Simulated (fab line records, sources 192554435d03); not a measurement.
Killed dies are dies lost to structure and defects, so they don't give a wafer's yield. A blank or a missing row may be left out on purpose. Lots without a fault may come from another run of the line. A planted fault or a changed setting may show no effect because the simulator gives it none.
Split-lot experiment | flow n5_finfet | 7 lots, 21 wafers read, on a route of 1938 steps

THE SPLIT
At N5_MOL_CONTACT_COAG_COAT_76 (time 60 s, resist thk 10 nm), the setting spin_rpm was moved away from the recipe's 1500 rpm on 9 of the 21 wafers read, by -11.1% to +11.1%. The other wafers ran this setting at the recipe's value.

FROM THE SPLIT TO THE READING: what the file shows between them, 7 steps
- N5_MOL_CONTACT_COAG_COAT_77: time 60 s, resist thk 10 nm
- N5_MOL_CONTACT_COAG_COAT_78: resist thk 40 nm
- N5_MOL_CONTACT_COAG_DESCUM_88: chemistry O2, time 7 s
- N5_MOL_CONTACT_COAG_ETCH_89: etches underlayer in N2/H2, target depth 13 nm, time 10.4 s
- N5_MOL_CONTACT_COAG_ETCH_90: etches SiARC in CF4, target depth 13 nm, time 21.7 s
- N5_MOL_CONTACT_COAG_ALD_131: deposits SiO2, target thk 5 nm, pulse time 1 s, co reactant pulse time 1 s
- N5_MOL_CONTACT_COAG_ETCHBACK_132: etches SiO2 in CHF3, target depth 10 nm, time 6.7 s

THE READING
SiARC_of_MOL_CONTACT_COAG_COAT_76.thk_nm (the simulator's own value, which no gauge read), in nm, at N5_MOL_CONTACT_COAG_ETCH_91 (etches SOC in N2/H2, target depth 60 nm, overetch 21 nm, time 101.2 s). The file gives no usual value for it. The 12 wafers here that ran the recipe average 5.9 nm, standard deviation 0.094 nm.

wafer  | tool, chamber at the split | spin_rpm as run, rpm | against the recipe | SiARC_of_MOL_CONTACT_COAG_COAT_76.thk_nm, nm | against lot-mates on the recipe
L074.2 | litho_track-02, 0          | 1500                 | recipe             | 6                                            | -
L074.6 | litho_track-02, 0          | 1500                 | recipe             | 6                                            | -
L074.3 | litho_track-02, 0          | 1500                 | recipe             | 5.8                                          | -
L081.3 | litho_track-05, 0          | 1500                 | recipe             | 5.8                                          | -
L081.4 | litho_track-05, 0          | 1453                 | -3.1%              | 6                                            | +0.2
L081.6 | litho_track-05, 0          | 1453                 | -3.1%              | 6                                            | +0.2
L084.1 | litho_track-03, 0          | 1334                 | -11.1%             | 6.4                                          | +0.6
L084.4 | litho_track-03, 0          | 1334                 | -11.1%             | 6.4                                          | +0.6
L084.3 | litho_track-03, 0          | 1500                 | recipe             | 5.8                                          | -
L087.1 | litho_track-02, 0          | 1500                 | recipe             | 5.8                                          | -
L087.2 | litho_track-02, 0          | 1396                 | -6.9%              | 6                                            | +0.2
L087.5 | litho_track-02, 0          | 1396                 | -6.9%              | 6                                            | +0.2
L090.2 | litho_track-05, 0          | 1500                 | recipe             | 5.8                                          | -
L090.5 | litho_track-05, 0          | 1666                 | +11.1%             | 5.2                                          | -0.7
L090.6 | litho_track-05, 0          | 1500                 | recipe             | 6                                            | -
L091.1 | litho_track-03, 0          | 1432                 | -4.5%              | 6                                            | +0.2
L091.3 | litho_track-03, 0          | 1432                 | -4.5%              | 6                                            | +0.2
L091.6 | litho_track-03, 0          | 1500                 | recipe             | 5.8                                          | -
L093.2 | litho_track-05, 0          | 1500                 | recipe             | 5.8                                          | -
L093.3 | litho_track-05, 0          | 1500                 | recipe             | 5.8                                          | -
L093.4 | litho_track-05, 0          | 1500                 | recipe             | 6                                            | -

THE FIT
A straight line over all 21 wafers: SiARC_of_MOL_CONTACT_COAG_COAT_76.thk_nm changes by -0.0465 nm for each +1% of spin_rpm; r = -0.91; the points scatter about the line by 0.1 nm.
The same after taking each lot's own level away (the mean of its wafers on the recipe; 21 wafers): -0.0528 nm for each +1%; r = -0.95; scatter 0.086 nm.
On that fit, the largest move of spin_rpm shifts the reading by 0.58 nm.
The lots' own levels span 5.80 to 5.93 nm, that is 1.4 times the standard deviation above.
So the lot-to-lot level changes the slope: the two fits differ.
Check: with one of the wafers moved furthest among these (-11.1%) left out of the fit, the line predicts +0.553 nm for it against its lot-mates. It came out at +0.6 nm against them.

OTHER SPLITS ON THESE WAFERS
These wafers also went through other splits before the reading. Each is held against what the fit with the lots' levels taken away leaves over:
other split on the same wafers | wafers away from the commonest value | r with SiARC_of_MOL_CONTACT_COAG_COAT_76.thk_nm (lot level and that fit taken away)
N5_GATE_CUT_COAT_27 spin_rpm   | 6                                    | +0.21

THE WHOLE CHAIN: every reading that the file lists as answering this split, in the file's order
step                        | what it does                                                          | reading                                                                                     | change (the file's fit)                | r (the file's)
N5_MOL_CONTACT_COAG_COAT_76 | time 60 s, resist thk 10 nm                                           | SiARC_of_MOL_CONTACT_COAG_COAT_76.thk_nm (the simulator's own value, which no gauge read)   | -0.0544 nm for each +1% of the setting | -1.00
N5_MOL_CONTACT_COAG_ETCH_90 | etches SiARC in CF4, target depth 13 nm, time 21.7 s                  | etch_rf_on_time_s                                                                           | withheld for each +1% of the setting   | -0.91
N5_MOL_CONTACT_COAG_ETCH_90 | etches SiARC in CF4, target depth 13 nm, time 21.7 s                  | etch.depth_nm (the simulator's own value, which no gauge read)                              | -0.0504 nm for each +1% of the setting | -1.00
N5_MOL_CONTACT_COAG_ETCH_90 | etches SiARC in CF4, target depth 13 nm, time 21.7 s                  | CAR-EUV_of_MOL_CONTACT_COAG_COAT_78.thk_nm (the simulator's own value, which no gauge read) | +0.0354 nm for each +1% of the setting | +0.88
N5_MOL_CONTACT_COAG_ETCH_91 | etches SOC in N2/H2, target depth 60 nm, overetch 21 nm, time 101.2 s | SiARC_of_MOL_CONTACT_COAG_COAT_76.thk_nm (the simulator's own value, which no gauge read)   | -0.0535 nm for each +1% of the setting | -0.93

THE FILE'S OWN FIT
SiARC_of_MOL_CONTACT_COAG_COAT_76.thk_nm changes by -0.0535 nm for each +1% of spin_rpm, r = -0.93.
